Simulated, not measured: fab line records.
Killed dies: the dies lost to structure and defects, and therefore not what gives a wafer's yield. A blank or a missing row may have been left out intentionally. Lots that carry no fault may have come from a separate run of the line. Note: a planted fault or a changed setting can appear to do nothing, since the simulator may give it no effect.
Matching of chambers | flow nand harc | NHARC_P_M2_CMP_23 on cmp-04: 4 sister chambers
The step polishes, t overpolish 20 s, target thk 144.3 nm. 14 wafers are shown with their chamber, then 7 later ones without.

== WAFERS WITH THEIR CHAMBER ==
wafer  | chamber | motor current A (A) | retaining ring pressure frac | time to endpoint s (s)
L920.1 | 3       | 12.2                | 0.995                        | 23
L920.2 | 2       | 11.1                | 0.996                        | 24
L920.4 | 0       | 10.3                | 0.992                        | 21
L922.1 | 2       | 11.7                | 1.000                        | 27
L922.3 | 3       | 11.5                | 1.001                        | 25
L922.4 | 1       | 13.9                | 1.000                        | 22
L927.1 | 3       | 11.4                | 0.994                        | 29
L927.2 | 1       | 14.7                | 1.007                        | 26
L927.5 | 0       | 10.5                | 1.007                        | 24
L931.1 | 1       | 15.2                | 1.002                        | 27
L931.2 | 0       | 10.4                | 1.004                        | 27
L931.4 | 3       | 11.7                | 0.997                        | 28
L935.4 | 1       | 13.4                | 0.999                        | 28
L935.5 | 2       | 11.8                | 0.991                        | 30

SIGNATURES (averages over the wafers above)
reading                      | chamber 0 | chamber 1 | chamber 2 | chamber 3 | scatter within a chamber
motor current A              | 10.400    | 14.300    | 11.533    | 11.700    | 0.513
retaining ring pressure frac | 1.00100   | 1.00200   | 0.99567   | 0.99675   | 0.00483
time to endpoint s           | 24.00     | 25.75     | 27.00     | 26.25     | 2.82
Rule: for each reading, subtract the chamber's mean from the wafer's reading, divide by that reading's scatter and square the result; add these up over the readings and take the root, which gives the wafer's distance from the chamber. The wafer belongs to the nearest chamber; if the next one is less than 2 further off, it can't be placed. The scatter: take each reading less its chamber's mean, square it, sum over the shown wafers, divide by the number of wafers less the number of chambers, and take the root.

== WAFERS WHOSE CHAMBER IS MISSING ==
wafer  | motor current A (A) | retaining ring pressure frac | time to endpoint s (s)
L935.6 | 11.3                | 1.010                        | 29
L940.1 | 12.1                | 0.993                        | 25
L940.3 | 14.6                | 0.999                        | 24
L940.5 | 14.7                | 0.998                        | 26
L941.1 | 14.6                | 1.001                        | 26
L941.2 | 10.0                | 1.002                        | 24
L941.5 | 11.5                | 1.001                        | 27

== WHICH CHAMBER EACH ONE RAN IN ==
wafer  | from the rows above          | in truth
L935.6 | can't be placed: 3 or 2 or 0 | 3
L940.1 | can't be placed: 3 or 2      | 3
L940.3 | 1                            | 1
L940.5 | 1                            | 1
L941.1 | 1                            | 1
L941.2 | 0                            | 0
L941.5 | can't be placed: 3 or 2 or 0 | 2
4 of 7 placed correctly. These rows do not allow placing 3 (true chamber among the candidates in 3). 0 placed wrongly.
